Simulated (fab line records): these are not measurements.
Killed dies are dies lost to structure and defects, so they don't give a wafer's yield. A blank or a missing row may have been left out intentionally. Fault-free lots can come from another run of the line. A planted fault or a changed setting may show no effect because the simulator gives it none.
Chamber matching + flow nand_harc + NHARC_A_STAIRCASE_TRIM_229 on rie_diel-13 has 4 sister chambers
The step chemistry O2, time 211.2 s. 4 wafers are shown with their chamber, then 8 later ones without.

## WAFERS, EACH WITH ITS CHAMBER
| wafer  | chamber | showerhead_plenum_p_Torr (Torr) |
|--------|---------|---------------------------------|
| L075.2 | 1       | 3.50                            |
| L081.5 | 2       | 3.37                            |
| L083.3 | 3       | 3.65                            |
| L084.1 | 0       | 3.35                            |

## WAFERS WITH NO CHAMBER GIVEN
| wafer  | showerhead_plenum_p_Torr (Torr) |
|--------|---------------------------------|
| L084.4 | 3.65                            |
| L084.5 | 3.35                            |
| L090.4 | 3.63                            |
| L090.5 | 3.47                            |
| L090.6 | 3.34                            |
| L093.1 | 3.62                            |
| L093.5 | 3.62                            |
| L093.6 | 3.33                            |

## CHAMBER TAKEN BY EACH
| wafer  | from the rows above     | in truth |
|--------|-------------------------|----------|
| L084.4 | 3                       | 3        |
| L084.5 | can't be placed: 0 or 2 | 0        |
| L090.4 | 3                       | 3        |
| L090.5 | 1                       | 1        |
| L090.6 | can't be placed: 0 or 2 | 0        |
| L093.1 | 3                       | 3        |
| L093.5 | 3                       | 3        |
| L093.6 | can't be placed: 0 or 2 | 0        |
Placed correctly: 5 of 8. Unplaceable from these rows: 3, with the true chamber sitting among the candidates in 3. Number placed wrongly: 0.
How it was worked out, from the rows above alone: a wafer's distance from a chamber is the root of the sum, over the readings, of the square of ((its reading less the chamber's mean) divided by the reading's scatter). If the next closest chamber is less than 2 further off than the closest, the wafer can't be placed; otherwise it belongs to the closest. Each chamber's mean is taken over the wafers shown for it. The scatter (one wafer shown for each chamber): square how far every hidden wafer sits from the nearest shown wafer, average those squares and take the square root.
